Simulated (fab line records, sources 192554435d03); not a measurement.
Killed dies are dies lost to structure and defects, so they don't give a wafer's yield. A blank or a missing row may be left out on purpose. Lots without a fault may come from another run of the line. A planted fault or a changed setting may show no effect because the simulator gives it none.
Chamber matching | flow n5_finfet | N5_BEOL_M3_CMP_52 on cmp-03: 4 sister chambers
The step polishes, stops on SiOC, t overpolish 6.8 s, target thk 40 nm. 7 wafers are shown with their chamber, then 9 later ones without.

WAFERS WITH THEIR CHAMBER
wafer  | chamber | motor_current_A (A) | time_to_endpoint_s (s)
L078.2 | 2       | 6.9                 | 61
L082.2 | 2       | 6.4                 | 61
L082.3 | 1       | 7.1                 | 68
L082.5 | 3       | 7.0                 | 66
L084.2 | 0       | 6.0                 | 63
L084.3 | 3       | 7.1                 | 65
L084.6 | 0       | 5.9                 | 61

WAFERS WITHOUT THEIR CHAMBER
wafer  | motor_current_A (A) | time_to_endpoint_s (s)
L093.1 | 6.5                 | 60
L093.2 | 7.0                 | 63
L093.5 | 6.7                 | 62
L095.1 | 7.1                 | 63
L095.3 | 6.5                 | 58
L095.6 | 5.8                 | 61
L097.1 | 6.1                 | 58
L097.4 | 6.8                 | 64
L097.6 | 6.7                 | 58

WHICH CHAMBER EACH WENT THROUGH
wafer  | from the rows above     | in truth
L093.1 | 2                       | 2
L093.2 | can't be placed: 2 or 3 | 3
L093.5 | 2                       | 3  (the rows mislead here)
L095.1 | can't be placed: 3 or 2 | 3
L095.3 | can't be placed: 2 or 0 | 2
L095.6 | 0                       | 0
L097.1 | can't be placed: 2 or 0 | 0
L097.4 | can't be placed: 3 or 2 | 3
L097.6 | 2                       | 2
Placed correctly: 3 of 9. Can't be placed from these rows: 5 (the true chamber is among the candidates in 5). Placed wrongly: 1.
How it was worked out, from the rows above alone: a wafer's distance from a chamber is the root of the sum, over the readings, of the square of ((its reading less the chamber's mean) divided by the reading's scatter). The wafer belongs to the nearest chamber; if the next one is less than 2 further off, it can't be placed. A chamber's mean is the mean of its shown wafers. The scatter: the root of (the sum of the squares of (reading less its chamber's mean) over the shown wafers, divided by (wafers less chambers)).
